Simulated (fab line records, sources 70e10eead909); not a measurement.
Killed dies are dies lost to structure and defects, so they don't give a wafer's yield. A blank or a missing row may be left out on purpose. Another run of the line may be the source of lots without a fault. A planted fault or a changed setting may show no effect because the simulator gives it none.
Problem report, 8D (eight disciplines) form, completed by code / flow nand harc / the parts of the form that need people (team, actions taken, sign-off) are left out

== 1. WHAT WENT WRONG ==
killed at array at NHARC_END_SORT_01 reads a mean of 674 on 6 wafers of 2 lots; wafers without a fault read 26 with a standard deviation of 11. Relative to the usual mean, that is a shift of +59 standard deviations.
The first sign was on wafer L395.1 at day 24 15:47, on prober-01. Wafers with a number at this step in the record: 15, from 5 lots. Rule for "out", or "out of limits": more than 4 standard deviations from the usual mean. The other wafers with a number count as sound.

== 2. WHAT THIS IS AND IS NOT ==
question=which readings at this step; is=killed at array, killed dies; is not=killed at other, killed at periphery, killed open
question=which lots; is=L394, L395; is not=L385, L390, L391
question=which wafers of those lots; is=all that have a number; is not=-
question=read on which gauges; is=prober-01; is not=prober-02
question=when; is=from day 24 15:47; is not=up to then (9 sound wafers)

== 3. WHAT RULES OUT EACH SUSPECT ==
Counting: a tool at a process step up to the reading stays a suspect if it ran every lot that is out and no sound lot after the first of them.
- the gauge at NHARC_END_SORT_01: kept. All the wafers that are out were read on prober-01, and no step on other tools shows them out.
- rie diel-06 at NHARC_A_STAIRCASE_ETCH_313 (etches the open film in CF4/CHF3): kept. It ran every lot that is out, first L394 (day 15 07:54), and no sound lot after that.
- ald hk-01 at NHARC_A_STAIRCASE_ALD_420 (deposits SiO2, target thk 20 nm, pulse time 6 s, ald cycles 200): kept. It ran every lot that is out, first L394 (day 15 14:11), and no sound lot after that.
After the count, these remain: rie diel-06 at NHARC_A_STAIRCASE_ETCH_313, ald hk-01 at NHARC_A_STAIRCASE_ALD_420 and prober-01 at NHARC_END_SORT_01.

== 4. THE CAUSE (what the simulator had put in) ==
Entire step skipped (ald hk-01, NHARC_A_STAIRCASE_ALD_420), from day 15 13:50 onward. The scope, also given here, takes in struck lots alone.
Of the 3 suspects that counting leaves, this tool is one.

== 5. SEQUENCE OF EFFECTS, ordered by route ==
One row per reading whose mean, taken over the struck wafers that have a number, lies over 3 standard deviations from the usual. Only readings whose record carries a usual standard deviation are examined. hours: median over the lots of the time between each lot's start at the first step of this table that gives one and its start at this step. sigmas: the change, counted in usual standard deviations.
hours=0; step=NHARC_END_SORT_01; reading=killed at array; usual=26; on struck wafers=674; change=+648; sigmas=+59
hours=0; step=NHARC_END_SORT_01; reading=killed dies; usual=29; on struck wafers=677; change=+648; sigmas=+59
Readings that are blank on the struck wafers while sound wafers have them: heater power outer w at NHARC_A_STAIRCASE_ALD_420; heater power w at NHARC_A_STAIRCASE_ALD_420; precursor pulse height rel at NHARC_A_STAIRCASE_ALD_420.

== 6. WHAT WOULD HAVE CAUGHT IT SOONER ==
In this record the first reading out of limits at a measuring or inspecting step was taken at day 24 15:47, 218 hours after the fault began at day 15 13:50.
At NHARC_A_STAIRCASE_ALD_420 the tool's readings are blank on the struck wafers, where sound wafers have them: an empty tool record is the first sign, and it was there at once.
By day 24 15:47 the whole set of lots that are out, 2 in number, had already begun NHARC_A_STAIRCASE_ALD_420 on ald hk-01. None of them would have been spared by holding the tool at that moment.
